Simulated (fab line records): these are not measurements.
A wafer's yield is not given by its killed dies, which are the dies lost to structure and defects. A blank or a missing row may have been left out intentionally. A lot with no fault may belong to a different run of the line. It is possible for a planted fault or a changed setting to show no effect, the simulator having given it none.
fab line records	flow nand-harc
record lots=12	wafers=36	last-day=24
route steps=1159 shown THIN_TSV@1119 END@1159
lots untouched by any fault: they come from a run of this same line in which no faults occurred
start-h: hours from the record's first day to the start of the lot's first wafer shown	wait-h: time in hours since the lot's previous step	" same as the row above	L1.1+2: several wafers, shown together as one row	- either no value or no given start	* or withheld: withheld	< > ~ a bound
route shown NAME@n: names a module that has steps shown in the file, with the first one's number in the route	usual: the fault-free wafers' mean and standard deviation	same: alike in all rows	chamber/n: place in a boat	sites: per-site readings	_std_site: standard deviation across them	_edge_site: mean of outer sites minus mean of inner sites	radius-mm: how far each site lies from the wafer's centre	mask NAME#n: copy n	behind: the last tool/chamber to shape the wafer	hold: the reason the lot was held/the length of the hold in hours/how it ended	device: which transistor (n, p or np) failed to switch	end of line: tests run on the same wafers once the route is complete	a step with no rows: only its recipe	killed: the dies lost at the first sort to structure and to defects; this is not the yield of the wafer	map: a wafer's dies, marking killed ones x, the rest . and places with no die _
set.NAME: the run value of the setting; set.NAME@STEP: its run value at that earlier step	model.NAME: the simulator's own value behind a step, which no gauge read
one table for each step of the route and one row for each wafer, over a sample of lots
services: when a tool's chamber went out of use (start-h, in hours from the record's first day, below 0 if earlier), for how many hours, and the reason
## steps
# step NHARC_THIN_TSV_ETCH_44
# recipe target-depth-a=15942	time-s=797.1	cf4-flow-sccm=150	o2-flow-sccm=10	ar-flow-sccm=0	rf-w=300	bias-w=800	chemistry=CF4/O2
# usual drypump-motor-current-A=5.9/0.41	oes-product-au=1.000/0.0099	rf-vpp-V=795/4.5	showerhead-plenum-p-Torr=1.85/0.07	throttle-valve-pct=16.915/0.0098
lot.wafer	tool	chamber	start-h	wait-h	drypump-motor-current-A	oes-product-au	rf-hours-counter-h	rf-vpp-V	showerhead-plenum-p-Torr	throttle-valve-pct
L853.2	rie-diel-13	3	432.36	0.1	6.6	0.998	10	795	1.83	16.913
L853.3	"	0	"	"	5.5	0.980	12	794	1.84	16.896
L853.5	"	0	"	"	5.5	0.980	-	793	1.83	16.911
L852.2	rie-diel-01	2	439.72	0.1	5.1	0.989	10	786	1.71	16.893
L852.3	"	0	"	"	5.9	1.000	10	790	1.78	16.913
L852.5	"	1	"	"	6.5	1.016	-	794	1.85	16.928
L856.1	rie-diel-01	2	453.15	0.1	5.2	0.998	11	787	1.71	16.911
L856.4	"	0	"	"	5.8	1.001	12	791	1.78	16.922
L856.6	"	2	"	"	5.1	0.990	-	786	1.71	16.909
L858.2	rie-diel-01	3	473.54	0.2	5.9	1.016	4	801	1.94	16.909
L858.6	"	3	"	"	5.9	1.010	-	801	1.94	16.921
L858.4	"	1	"	"	6.5	1.017	-	797	1.85	16.933
L859.3	rie-diel-13	1	477.52	0.1	5.6	0.994	1	792	1.82	16.908
L859.1	"	2	"	"	5.8	1.010	1	799	1.92	16.912
L859.4	"	3	"	"	6.6	1.007	1	793	1.83	16.922
L861.3	rie-diel-13	1	483.50	0.1	5.6	0.991	2	793	1.82	16.926
L861.1	"	3	"	"	6.6	1.003	1	796	1.83	16.909
L861.6	"	1	"	"	5.6	1.007	-	794	1.82	16.917
L864.3	rie-diel-02	3	499.52	0.1	6.1	0.996	16	797	1.86	16.920
L864.1	"	1	"	"	6.1	0.999	19	800	1.95	16.915
L864.5	"	3	"	"	6.1	0.996	-	796	1.86	16.939
L865.2	rie-diel-13	2	503.39	0.1	5.8	0.993	2	798	1.92	16.918
L865.4	"	0	"	"	5.5	1.003	3	795	1.83	16.930
L865.6	"	1	"	"	5.6	0.994	-	794	1.82	16.916
L866.4	rie-diel-01	3	505.72	0.1	5.9	1.015	0	801	1.94	16.923
L866.1	"	1	"	"	6.5	1.005	0	795	1.85	16.932
L866.3	"	2	"	"	5.1	1.013	0	787	1.71	16.926
L867.2	rie-diel-13	3	528.34	0.1	6.5	0.994	5	794	1.83	16.914
L867.3	"	0	"	"	5.5	1.004	5	795	1.83	16.916
L867.4	"	1	"	"	5.6	1.005	6	794	1.82	16.919
L868.3	rie-diel-01	1	534.52	0.1	6.6	0.988	4	794	1.84	16.910
L868.4	"	3	"	"	5.9	1.019	4	801	1.93	16.929
L868.5	"	0	"	"	5.8	1.012	-	790	1.78	16.930
L870.3	rie-diel-13	1	552.57	0.1	5.6	0.996	7	794	1.82	16.898
L870.1	"	2	"	"	5.7	1.013	7	800	1.92	16.927
L870.2	"	0	"	"	5.5	1.002	7	795	1.83	16.933
# step NHARC_THIN_TSV_ETCHBACK_48
# recipe target-depth-a=10285	over-etch-frac=0.3	time-s=405.17	ion-energy-ev=250	c4f8-flow-sccm=withheld	ar-flow-sccm=withheld	rf-w=600	bias-w=300	chemistry=C4F8/Ar
# usual oes-product-au=0.96/0.037	rf-fwd-power-W=598.6/1.7	rf-vpp-V=547/3.1
lot.wafer	tool	chamber	start-h	wait-h	oes-product-au	rf-fwd-power-W	rf-hours-counter-h	rf-vpp-V
L853.2	rie-diel-13	1	434.38	-	0.93	597.3	13	547
L853.3	"	3	"	"	0.94	601.2	11	547
L853.5	"	0	"	"	0.93	596.7	-	547
L852.3	rie-diel-13	2	441.92	-	0.94	601.1	12	550
L852.2	"	3	"	"	0.94	597.3	11	546
L852.5	"	1	"	"	0.93	597.7	-	544
L856.4	rie-diel-01	0	455.08	-	0.92	595.3	12	545
L856.1	"	3	"	"	0.98	599.3	3	551
L856.6	"	1	"	"	0.92	598.1	-	548
L858.2	rie-diel-13	2	475.65	-	1.01	598.3	1	550
L858.4	"	3	"	"	1.00	598.6	1	545
L858.6	"	1	"	"	1.00	596.6	-	545
L859.1	rie-diel-13	1	479.53	-	0.96	598.9	2	546
L859.3	"	2	"	"	0.98	597.8	2	551
L859.4	"	3	"	"	0.98	598.5	1	546
L861.1	rie-diel-13	1	485.76	-	0.98	596.8	3	548
L861.3	"	2	"	"	0.97	597.5	2	550
L861.6	"	0	"	"	0.98	601.1	-	547
L864.3	rie-diel-01	0	501.56	-	1.02	599.8	0	545
L864.1	"	1	"	"	1.01	599.2	0	548
L864.5	"	3	"	"	1.03	598.1	-	551
L865.2	rie-diel-01	2	506.50	-	0.99	597.9	1	541
L865.4	"	0	"	"	1.01	597.9	1	544
L865.6	"	3	"	"	1.01	597.2	-	551
L866.1	rie-diel-13	0	508.28	-	1.01	598.5	4	548
L866.3	"	2	"	"	1.00	600.5	3	551
L866.4	"	3	"	"	0.99	599.0	3	548
L867.4	rie-diel-13	1	530.30	-	0.92	602.2	6	546
L867.3	"	2	"	"	0.93	602.0	6	551
L867.2	"	0	"	"	0.93	598.0	5	547
L868.3	rie-diel-13	3	536.49	-	1.13	839.9	5	549
L868.4	"	1	"	"	1.14	838.1	6	547
L868.5	"	3	"	"	1.14	839.4	-	547
L870.1	rie-diel-13	1	554.72	-	1.19	838.6	8	545
L870.3	"	2	"	"	1.24	840.6	8	551
L870.2	"	3	"	"	1.22	838.7	7	545
# step NHARC_THIN_TSV_DEGAS_49
# recipe temp-c=300	time-s=120
# usual heater-power-w=451/41	susceptor-temp-C=300.00/0.2
lot.wafer	tool	chamber	start-h	wait-h	heater-power-w	susceptor-temp-C
L853.3	pvd-sputter-01	-	435.80	0.1	523	299.74
L853.2	"	-	"	"	427	300.29
L853.5	"	-	"	"	531	299.79
L852.3	pvd-sputter-03	-	442.38	0.1	385	299.98
L852.2	"	-	"	"	428	299.92
L852.5	"	-	"	"	417	300.25
L856.4	pvd-sputter-02	-	455.64	0.1	495	300.15
L856.1	"	-	"	"	421	300.15
L856.6	"	-	"	"	487	300.19
L858.2	pvd-sputter-01	-	476.11	0.1	502	299.78
L858.4	"	-	"	"	436	299.90
L858.6	"	-	"	"	502	300.17
L859.3	pvd-sputter-02	-	480.03	0.1	478	299.90
L859.4	"	-	"	"	491	299.93
L859.1	"	-	"	"	420	300.21
L861.1	pvd-sputter-03	-	486.22	0.1	409	299.98
L861.3	"	-	"	"	403	299.66
L861.6	"	-	"	"	393	299.57
L864.3	pvd-sputter-02	-	502.07	0.1	482	299.64
L864.1	"	-	"	"	431	300.04
L864.5	"	-	"	"	482	299.95
L865.2	pvd-sputter-03	-	507.53	0.1	398	300.40
L865.4	"	-	"	"	459	299.79
L865.6	"	-	"	"	408	300.15
L866.3	pvd-sputter-03	-	509.54	0.1	422	300.17
L866.4	"	-	"	"	387	300.04
L866.1	"	-	"	"	416	300.00
L867.2	pvd-sputter-03	-	530.84	0.2	401	299.97
L867.4	"	-	"	"	409	299.80
L867.3	"	-	"	"	447	299.97
L868.3	pvd-sputter-02	-	536.99	0.1	425	299.89
L868.4	"	-	"	"	426	299.69
L868.5	"	-	"	"	432	299.97
L870.3	pvd-sputter-01	-	555.22	0.1	483	300.01
L870.2	"	-	"	"	425	300.29
L870.1	"	-	"	"	484	299.78
# step NHARC_THIN_TSV_ANNEAL_52
# recipe temp-c=225	time-s=90
# usual wafer_temp_C_max=226.2/0.53
lot.wafer	tool	chamber	start-h	wait-h	wafer_temp_C_max
L853.2	rtp-anneal-01	0	437.09	0.6	225.7
L853.3	"	0	"	"	225.5
L853.5	"	0	"	"	225.8
L852.2	rtp-anneal-02	0	443.64	0.6	226.4
L852.3	"	0	"	"	226.5
L852.5	"	0	"	"	226.3
L856.1	rtp-anneal-01	0	456.82	0.5	225.9
L856.4	"	0	"	"	226.1
L856.6	"	0	"	"	225.6
L858.2	rtp-anneal-02	0	477.34	0.7	226.5
L858.4	"	0	"	"	227.1
L858.6	"	0	"	"	226.2
L859.1	rtp-anneal-02	0	481.34	0.6	226.9
L859.3	"	0	"	"	226.4
L859.4	"	0	"	"	226.4
L861.1	rtp-anneal-01	0	487.62	0.7	225.7
L861.3	"	0	"	"	225.3
L861.6	"	0	"	"	225.6
L864.1	rtp-anneal-02	0	503.28	0.6	226.6
L864.3	"	0	"	"	227.1
L864.5	"	0	"	"	226.7
L865.2	rtp-anneal-01	0	508.76	0.7	225.6
L865.4	"	0	"	"	225.8
L865.6	"	0	"	"	225.4
L866.1	rtp-anneal-01	0	511.06	0.6	225.6
L866.3	"	0	"	"	225.5
L866.4	"	0	"	"	226.0
L867.2	rtp-anneal-01	0	532.07	0.7	225.5
L867.3	"	0	"	"	225.6
L867.4	"	0	"	"	225.7
L868.3	rtp-anneal-02	0	538.62	0.6	226.6
L868.4	"	0	"	"	226.8
L868.5	"	0	"	"	227.0
L870.1	rtp-anneal-02	0	556.38	0.6	226.1
L870.2	"	0	"	"	226.4
L870.3	"	0	"	"	226.6
# step NHARC_END_SORT_01
# recipe temp-c=25
# usual defect-limited-yield=95.2/1.6	killed-at-array=29/11	killed-at-other=0.6/0.75	killed-at-periphery=3.1/2.1	killed-dies=32/11	killed-open=3.0/1.8	killed-short=1.8/1.3	sort_bin_2_pct=1.5/0.7	sort_bin_3_pct=0.26/0.22	sort_bin_4_pct=3.0/1	sort-n-pass=645/11	sort-rim-yield-pct=94.9/3	sort-yield-pct=95.2/1.6
# same gross-dies=677	sort_bin_5_pct[%]=0	sort_bin_6_pct[%]=0	sort_bin_7_pct[%]=0	sort_bin_8_pct[%]=0	sort-rim-n-gross=106.00
lot.wafer	tool	chamber	start-h	wait-h	defect-limited-yield[%]	killed-at-array	killed-at-other	killed-at-periphery	killed-dies	killed-open	killed-short	sort_bin_2_pct[%]	sort_bin_3_pct[%]	sort_bin_4_pct[%]	sort-n-pass	sort-rim-yield-pct[%]	sort-yield-pct[%]
L853.2	prober-02	0	459.77	2.8	94.5	31	0	6	37	7	4	2.4	0.15	3.0	640	96.2	94.5
L853.3	prober-02	0	460.56	3.1	96.9	18	0	3	21	2	1	1.3	0.15	1.6	656	99.1	96.9
L853.5	prober-02	0	462.15	3.7	95.6	26	0	4	30	5	2	1.3	0.30	2.8	647	97.2	95.6
L852.2	prober-02	0	467.54	2.8	97.0	13	0	7	20	4	2	1.0	0.15	1.8	657	97.2	97.0
L852.3	prober-02	0	468.33	3.1	97.3	14	0	4	18	2	1	0.6	0.15	1.9	659	95.3	97.3
L852.5	prober-02	0	469.92	3.7	96.8	22	0	0	22	1	4	0.9	0.44	1.9	655	93.4	96.8
L856.1	prober-02	0	474.59	2.6	94.7	31	0	5	36	3	0	2.5	0	2.8	641	93.4	94.7
L856.4	prober-02	0	477.00	3.4	94.8	33	0	2	35	2	2	1.3	0.15	3.7	642	92.5	94.8
L856.6	prober-02	0	478.60	4.0	93.1	40	1	6	47	3	4	2.5	0.30	4.1	630	95.3	93.1
L859.1	prober-01	0	489.79	2.5	92.9	45	0	3	48	2	2	1.6	0.59	4.9	629	90.6	92.9
L859.3	prober-01	0	491.37	3.1	95.1	31	1	1	33	2	2	1.2	0.30	3.4	644	93.4	95.1
L859.4	prober-01	0	492.16	3.4	94.5	37	0	0	37	2	1	1.9	0	3.5	640	93.4	94.5
L858.2	prober-02	0	490.62	2.8	95.0	30	0	4	34	3	2	1.9	0.44	2.7	643	98.1	95.0
L858.4	prober-02	0	492.21	3.4	95.4	24	0	7	31	3	3	1.6	0.74	2.2	646	91.5	95.4
L858.6	prober-02	0	493.80	4.0	96.2	23	0	3	26	4	1	1.0	0.30	2.5	651	98.1	96.2
L861.1	prober-01	0	498.51	2.5	96.0	27	0	0	27	1	1	0.9	0.15	3.0	650	97.2	96.0
L861.3	prober-01	0	500.12	3.1	95.1	31	0	2	33	3	0	1.5	0.15	3.2	644	98.1	95.1
L861.6	prober-01	0	502.54	4.0	96.0	26	1	0	27	0	1	1.3	0.15	2.5	650	96.2	96.0
L864.1	prober-01	0	514.83	2.5	94.5	33	3	1	37	2	3	1.5	0.44	3.5	640	88.7	94.5
L864.3	prober-01	0	516.42	3.1	95.1	29	3	1	33	3	1	1.8	0.30	2.8	644	93.4	95.1
L864.5	prober-01	0	518.02	3.7	94.2	35	2	2	39	5	1	1.9	0	3.8	638	92.5	94.2
L866.1	prober-02	0	522.66	2.5	92.2	49	2	2	53	2	4	1.5	0.15	6.2	624	95.3	92.2
L866.3	prober-02	0	524.26	3.1	93.5	38	2	4	44	4	3	2.4	0.59	3.5	633	97.2	93.5
L866.4	prober-02	0	525.06	3.4	94.8	33	0	2	35	3	1	1.6	0.15	3.4	642	94.3	94.8
L865.2	prober-01	0	531.23	2.8	92.5	50	0	1	51	2	2	3.4	0.44	3.7	626	88.7	92.5
L865.4	prober-01	0	532.82	3.4	93.9	38	0	3	41	5	2	2.7	0.30	3.1	636	91.5	93.9
L865.6	prober-01	0	534.42	4.0	92.2	52	1	0	53	2	3	2.4	0.30	5.2	624	97.2	92.2
L867.2	prober-02	0	543.40	2.8	94.7	32	0	4	36	5	3	1.9	0.15	3.2	641	95.3	94.7
L867.3	prober-02	0	544.19	3.1	96.2	25	0	1	26	3	2	1.3	0.30	2.2	651	95.3	96.2
L867.4	prober-02	0	544.99	3.4	94.2	36	1	2	39	4	1	2.5	0.30	3.0	638	94.3	94.2
L868.3	prober-01	0	549.39	3.1	96.5	24	0	0	24	4	2	0.6	0.30	2.7	653	97.2	96.5
L868.4	prober-01	0	550.18	3.4	96.0	21	1	5	27	11	0	0.9	0	3.1	650	98.1	96.0
L868.5	prober-01	0	550.97	3.7	96.9	17	0	4	21	6	1	0.9	0.15	2.1	656	96.2	96.9
L870.1	prober-02	0	567.03	2.5	91.0	54	0	7	61	5	2	2.7	0.44	5.9	616	92.5	91.0
L870.2	prober-02	0	567.83	2.8	93.1	38	2	7	47	4	2	3.0	0.30	3.7	630	88.7	93.1
L870.3	prober-02	0	568.63	3.1	91.6	48	0	9	57	3	3	2.8	0.30	5.3	620	90.6	91.6
# killed by level:class
L853.2 A_SLIT:chamber-film-flake=16 A_CONTACT:chamber-film-flake=3 A_SGD_CUT:geometric-particle:open=2 A_WL_FILL:geometric-particle:short=2 P_GATE:chamber-film-flake=2 A_CHANNEL_FILL_D1:chamber-film-flake=2 P_STI:geometric-particle:open=1 P_M0:geometric-particle:open=1
L853.3 A_SLIT:chamber-film-flake=9 A_CONTACT:geometric-particle:open=2 P_GATE:chamber-film-flake=2 A_CHANNEL_HOLE_D1:chamber-film-flake=2 A_CONTACT:chamber-film-flake=2 P_CONTACT:geometric-particle:short=1 A_ZERO_WELL:chamber-film-flake=1 A_STAIRCASE:chamber-film-flake=1
L853.5 A_SLIT:chamber-film-flake=11 A_CHANNEL_HOLE_D1:chamber-film-flake=5 P_M0:geometric-particle:open=2 A_CONTACT:chamber-film-flake=2 A_ONON_D1:geometric-particle:short=1 A_ONON_D1:geometric-particle:open=1 A_WL_FILL:geometric-particle:short=1 A_CONTACT:geometric-particle:open=1
L852.2 A_CHANNEL_HOLE_D1:chamber-film-flake=8 P_CONTACT:geometric-particle:open=3 A_CONTACT:chamber-film-flake=3 P_CONTACT:chamber-film-flake=2 P_GATE:geometric-particle:short=1 P_CONTACT:geometric-particle:short=1 A_M0:geometric-particle:open=1 A_WL_FILL:chamber-film-flake=1
L852.3 A_CHANNEL_HOLE_D1:chamber-film-flake=10 A_CONTACT:chamber-film-flake=2 P_CONTACT:geometric-particle:open=1 A_STAIRCASE:geometric-particle:short=1 A_SGD_CUT:geometric-particle:open=1 P_ZERO_WELL:chamber-film-flake=1 P_STI:chamber-film-flake=1 P_CONTACT:chamber-film-flake=1
L852.5 A_CHANNEL_HOLE_D1:chamber-film-flake=13 A_WL_FILL:chamber-film-flake=2 A_ONON_D1:geometric-particle:short=1 A_CHANNEL_HOLE_D1:geometric-particle:open=1 A_STAIRCASE:geometric-particle:short=1 A_WL_FILL:geometric-particle:short=1 A_CONTACT:geometric-particle:short=1 A_STAIRCASE:chamber-film-flake=1
L856.1 A_CHANNEL_HOLE_D1:chamber-film-flake=13 A_SLIT:chamber-film-flake=9 A_CONTACT:chamber-film-flake=6 P_M0:chamber-film-flake=3 P_STI:geometric-particle:open=1 P_M0:geometric-particle:open=1 A_CONTACT:geometric-particle:open=1 A_CHANNEL_FILL_D1:chamber-film-flake=1
L856.4 A_CHANNEL_HOLE_D1:chamber-film-flake=10 A_SLIT:chamber-film-flake=10 A_CONTACT:chamber-film-flake=5 A_ONON_D1:geometric-particle:short=1 A_WL_FILL:geometric-particle:short=1 A_WL_FILL:geometric-particle:open=1 A_M0:geometric-particle:open=1 P_GATE:chamber-film-flake=1
L856.6 A_CHANNEL_HOLE_D1:chamber-film-flake=14 A_SLIT:chamber-film-flake=9 P_M0:chamber-film-flake=3 A_STAIRCASE:chamber-film-flake=3 A_WL_FILL:chamber-film-flake=3 A_ZERO_WELL:chamber-film-flake=2 A_CHANNEL_FILL_D1:chamber-film-flake=2 P_CONTACT:geometric-particle:open=1
L859.1 A_CHANNEL_HOLE_D1:chamber-film-flake=17 A_SLIT:chamber-film-flake=14 A_CONTACT:chamber-film-flake=5 A_WL_FILL:chamber-film-flake=3 P_GATE:chamber-film-flake=2 A_CHANNEL_FILL_D1:geometric-particle:open=1 A_STAIRCASE:geometric-particle:short=1 A_WL_FILL:geometric-particle:open=1
L858.2 A_CHANNEL_HOLE_D1:chamber-film-flake=9 A_SLIT:chamber-film-flake=8 P_ZERO_WELL:chamber-film-flake=4 A_CHANNEL_FILL_D1:chamber-film-flake=3 A_CONTACT:chamber-film-flake=3 A_CHANNEL_FILL_D1:geometric-particle:short=2 A_ONON_D1:geometric-particle:open=1 A_CHANNEL_HOLE_D1:geometric-particle:open=1
L859.3 A_CHANNEL_HOLE_D1:chamber-film-flake=13 A_SLIT:chamber-film-flake=11 A_ONON_D1:geometric-particle:short=1 A_ONON_D1:geometric-particle:open=1 A_WL_FILL:geometric-particle:short=1 A_M0:geometric-particle:open=1 P_GATE:chamber-film-flake=1 A_CHANNEL_FILL_D1:chamber-film-flake=1
L859.4 A_SLIT:chamber-film-flake=14 A_CHANNEL_HOLE_D1:chamber-film-flake=13 A_CONTACT:chamber-film-flake=4 A_CHANNEL_FILL_D1:chamber-film-flake=2 A_ONON_D1:geometric-particle:short=1 A_ONON_D1:geometric-particle:open=1 A_CHANNEL_FILL_D1:geometric-particle:open=1 A_WL_FILL:chamber-film-flake=1
L858.4 A_SLIT:chamber-film-flake=15 P_ZERO_WELL:chamber-film-flake=3 A_CHANNEL_HOLE_D1:chamber-film-flake=3 A_ONON_D1:geometric-particle:short=2 P_GATE:geometric-particle:open=1 P_CONTACT:geometric-particle:open=1 A_CONTACT:geometric-particle:short=1 A_CONTACT:geometric-particle:open=1
L858.6 A_SLIT:chamber-film-flake=11 A_CHANNEL_HOLE_D1:chamber-film-flake=7 A_CONTACT:geometric-particle:open=2 P_ZERO_WELL:chamber-film-flake=2 P_CONTACT:geometric-particle:open=1 A_CHANNEL_FILL_D1:geometric-particle:open=1 A_STAIRCASE:geometric-particle:short=1 A_CONTACT:chamber-film-flake=1
L861.1 A_SLIT:chamber-film-flake=15 A_CHANNEL_HOLE_D1:chamber-film-flake=6 A_CONTACT:chamber-film-flake=3 A_WL_FILL:geometric-particle:short=1 A_M1:geometric-particle:open=1 A_STAIRCASE:chamber-film-flake=1
L861.3 A_SLIT:chamber-film-flake=16 A_CONTACT:chamber-film-flake=6 A_CHANNEL_HOLE_D1:chamber-film-flake=4 A_STAIRCASE:chamber-film-flake=3 A_M0:geometric-particle:open=2 P_CONTACT:geometric-particle:open=1 P_BONDPAD:chamber-film-flake=1
L861.6 A_SLIT:chamber-film-flake=11 A_CONTACT:chamber-film-flake=6 A_CHANNEL_HOLE_D1:chamber-film-flake=5 A_M1:geometric-particle:short=1 A_ZERO_WELL:chamber-film-flake=1 A_CHANNEL_FILL_D1:chamber-film-flake=1 A_STAIRCASE:chamber-film-flake=1 THIN_TSV:chamber-film-flake=1
L864.1 A_CHANNEL_HOLE_D1:chamber-film-flake=16 A_SLIT:chamber-film-flake=5 A_STAIRCASE:chamber-film-flake=4 THIN_TSV:chamber-film-flake=3 A_M0:geometric-particle:short=2 A_CONTACT:chamber-film-flake=2 P_M0:geometric-particle:open=1 A_WL_FILL:geometric-particle:short=1
L864.3 A_CHANNEL_HOLE_D1:chamber-film-flake=16 A_SLIT:chamber-film-flake=7 THIN_TSV:chamber-film-flake=3 A_STAIRCASE:chamber-film-flake=2 P_CONTACT:geometric-particle:open=1 A_SGD_CUT:geometric-particle:open=1 A_SGD_CUT:geometric-particle:short=1 A_WL_FILL:geometric-particle:open=1
L864.5 A_CHANNEL_HOLE_D1:chamber-film-flake=16 A_SLIT:chamber-film-flake=7 A_STAIRCASE:chamber-film-flake=5 A_CONTACT:geometric-particle:open=2 THIN_TSV:chamber-film-flake=2 P_M0:geometric-particle:short=1 A_ONON_D1:geometric-particle:open=1 A_CHANNEL_HOLE_D1:geometric-particle:open=1
L866.1 A_SLIT:chamber-film-flake=21 A_STAIRCASE:chamber-film-flake=8 A_CHANNEL_HOLE_D1:chamber-film-flake=6 A_CONTACT:chamber-film-flake=5 A_CHANNEL_HOLE_D1:geometric-particle:short=2 A_CHANNEL_FILL_D1:chamber-film-flake=2 A_ONON_D1:geometric-particle:open=1 A_SGD_CUT:geometric-particle:short=1
L866.3 A_SLIT:chamber-film-flake=13 A_CHANNEL_HOLE_D1:chamber-film-flake=6 A_CONTACT:chamber-film-flake=6 A_WL_FILL:chamber-film-flake=5 P_STI:geometric-particle:short=2 A_CONTACT:geometric-particle:open=2 A_STAIRCASE:chamber-film-flake=2 THIN_TSV:chamber-film-flake=2
L866.4 A_SLIT:chamber-film-flake=16 A_CHANNEL_HOLE_D1:chamber-film-flake=7 A_CONTACT:chamber-film-flake=4 A_BONDPAD:chamber-film-flake=2 P_M1:geometric-particle:open=1 A_ONON_D1:geometric-particle:short=1 A_CHANNEL_FILL_D1:geometric-particle:open=1 A_M1:geometric-particle:open=1
L865.2 A_CHANNEL_HOLE_D1:chamber-film-flake=18 A_SLIT:chamber-film-flake=18 A_STAIRCASE:chamber-film-flake=4 A_ONON_D1:geometric-particle:short=2 A_BONDPAD:chamber-film-flake=2 P_M0:geometric-particle:open=1 A_M0:geometric-particle:open=1 A_ZERO_WELL:chamber-film-flake=1
L865.4 A_SLIT:chamber-film-flake=13 A_CHANNEL_HOLE_D1:chamber-film-flake=10 A_BLC:chamber-film-flake=5 A_STAIRCASE:chamber-film-flake=3 P_M0:geometric-particle:open=2 A_CONTACT:chamber-film-flake=2 P_GATE:geometric-particle:open=1 A_CHANNEL_HOLE_D1:geometric-particle:short=1
L865.6 A_CHANNEL_HOLE_D1:chamber-film-flake=18 A_SLIT:chamber-film-flake=18 A_BONDPAD:chamber-film-flake=4 A_BLC:chamber-film-flake=3 A_CONTACT:chamber-film-flake=2 A_CHANNEL_FILL_D1:geometric-particle:open=1 A_CHANNEL_FILL_D1:geometric-particle:short=1 A_WL_FILL:geometric-particle:short=1
L867.2 A_CHANNEL_HOLE_D1:chamber-film-flake=15 A_STAIRCASE:chamber-film-flake=5 P_CONTACT:geometric-particle:open=3 A_M0:geometric-particle:open=2 A_SLIT:chamber-film-flake=2 A_WL_FILL:chamber-film-flake=2 A_CONTACT:chamber-film-flake=2 A_WL_FILL:geometric-particle:short=1
L867.3 A_CHANNEL_HOLE_D1:chamber-film-flake=15 A_STAIRCASE:chamber-film-flake=4 P_M2:geometric-particle:open=1 A_CHANNEL_FILL_D1:geometric-particle:open=1 A_CHANNEL_FILL_D1:geometric-particle:short=1 A_WL_FILL:geometric-particle:short=1 A_BLC:geometric-particle:open=1 A_CONTACT:chamber-film-flake=1
L867.4 A_CHANNEL_HOLE_D1:chamber-film-flake=22 A_STAIRCASE:chamber-film-flake=6 A_SLIT:chamber-film-flake=2 A_WL_FILL:chamber-film-flake=2 P_CONTACT:geometric-particle:open=1 P_M0:geometric-particle:open=1 A_BLC:geometric-particle:open=1 A_M0:geometric-particle:open=1
L868.3 A_CHANNEL_HOLE_D1:chamber-film-flake=11 A_STAIRCASE:chamber-film-flake=5 A_CHANNEL_FILL_D1:geometric-particle:open=3 A_CONTACT:chamber-film-flake=2 A_CHANNEL_FILL_D1:geometric-particle:short=1 A_CONTACT:geometric-particle:open=1 A_M1:geometric-particle:short=1
L868.4 A_CONTACT:chamber-film-flake=5 A_CHANNEL_HOLE_D1:chamber-film-flake=4 P_CONTACT:geometric-particle:open=3 A_STAIRCASE:chamber-film-flake=3 A_CONTACT:geometric-particle:open=2 P_GATE:geometric-particle:open=1 A_SOURCE_PLATE:geometric-particle:open=1 A_CHANNEL_FILL_D1:geometric-particle:open=1
L868.5 A_CHANNEL_HOLE_D1:chamber-film-flake=7 A_CONTACT:chamber-film-flake=5 P_CONTACT:geometric-particle:open=3 A_STAIRCASE:chamber-film-flake=2 P_STI:geometric-particle:open=1 A_CHANNEL_FILL_D1:geometric-particle:short=1 A_CONTACT:geometric-particle:open=1 A_BLC:geometric-particle:open=1
L870.1 A_SLIT:chamber-film-flake=22 A_CHANNEL_HOLE_D1:chamber-film-flake=19 P_M1:chamber-film-flake=5 A_STAIRCASE:chamber-film-flake=4 A_CHANNEL_FILL_D1:geometric-particle:short=2 A_M0:geometric-particle:open=2 P_CONTACT:geometric-particle:open=1 P_M2:geometric-particle:open=1
L870.2 A_CHANNEL_HOLE_D1:chamber-film-flake=15 A_SLIT:chamber-film-flake=14 P_M1:chamber-film-flake=5 A_M0:geometric-particle:open=2 A_STAIRCASE:chamber-film-flake=2 A_WL_FILL:chamber-film-flake=2 P_CONTACT:geometric-particle:short=1 A_CONTACT:geometric-particle:short=1
L870.3 A_SLIT:chamber-film-flake=22 A_CHANNEL_HOLE_D1:chamber-film-flake=15 P_M1:chamber-film-flake=6 A_CHANNEL_FILL_D1:geometric-particle:short=3 A_STAIRCASE:chamber-film-flake=3 A_M1:chamber-film-flake=2 P_CONTACT:geometric-particle:open=1 P_M1:geometric-particle:open=1
## services
tool	chamber	start-h	hours	kind
rie-diel-13	0	432.04	-	clean
rie-diel-13	1	432.04	-	clean
rie-diel-13	2	432.04	-	clean
rie-diel-13	3	432.04	-	clean
rie-diel-13	-	453.00	9.0	pm
rie-diel-13	0	453.00	9.0	vent-cycle
rie-diel-13	1	453.00	9.0	vent-cycle
rie-diel-13	2	453.00	9.0	vent-cycle
rie-diel-13	3	453.00	9.0	vent-cycle
pvd-sputter-03	-	460.78	10.0	pm
rie-diel-13	0	462.00	-	clean
rie-diel-13	1	462.00	-	clean
rie-diel-13	2	462.00	-	clean
rie-diel-13	3	462.00	-	clean
rie-diel-01	0	467.98	6.1	repair
pvd-sputter-01	-	479.99	5.9	repair
rie-diel-01	-	492.14	9.0	pm
rie-diel-02	-	504.71	9.0	pm
pvd-sputter-01	-	514.04	10.0	pm
pvd-sputter-03	-	516.58	2.3	repair
pvd-sputter-03	-	519.29	5.4	repair
rie-diel-02	2	529.16	1.6	repair
rie-diel-01	3	536.20	11.1	repair
rie-diel-01	2	536.38	3.5	repair
## key
first-sign step=NHARC_THIN_TSV_ETCHBACK_48	reading=rf-fwd-power-W	direction=up	sigmas=99+	usual=*	struck=*
effect step=NHARC_THIN_TSV_ETCHBACK_48	reading=oes-product-au	direction=up	sigmas=6	usual=0.96	struck=1.18
met-at NHARC_THIN_TSV_ETCHBACK_48
struck-lots L868,L870
not-acting-at NHARC_THIN_TSV_ETCH_44,NHARC_THIN_TSV_DEGAS_49,NHARC_THIN_TSV_ANNEAL_52
onset-between 530.30 536.49
fault kind=process-parameter-drift	tool=rie-diel-13	chamber=-	onset-h=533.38	steps=NHARC_THIN_TSV_ETCHBACK_48	channel=rf-w	offset=*	shape=step	end-h=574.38	acts-in=*	stated=*
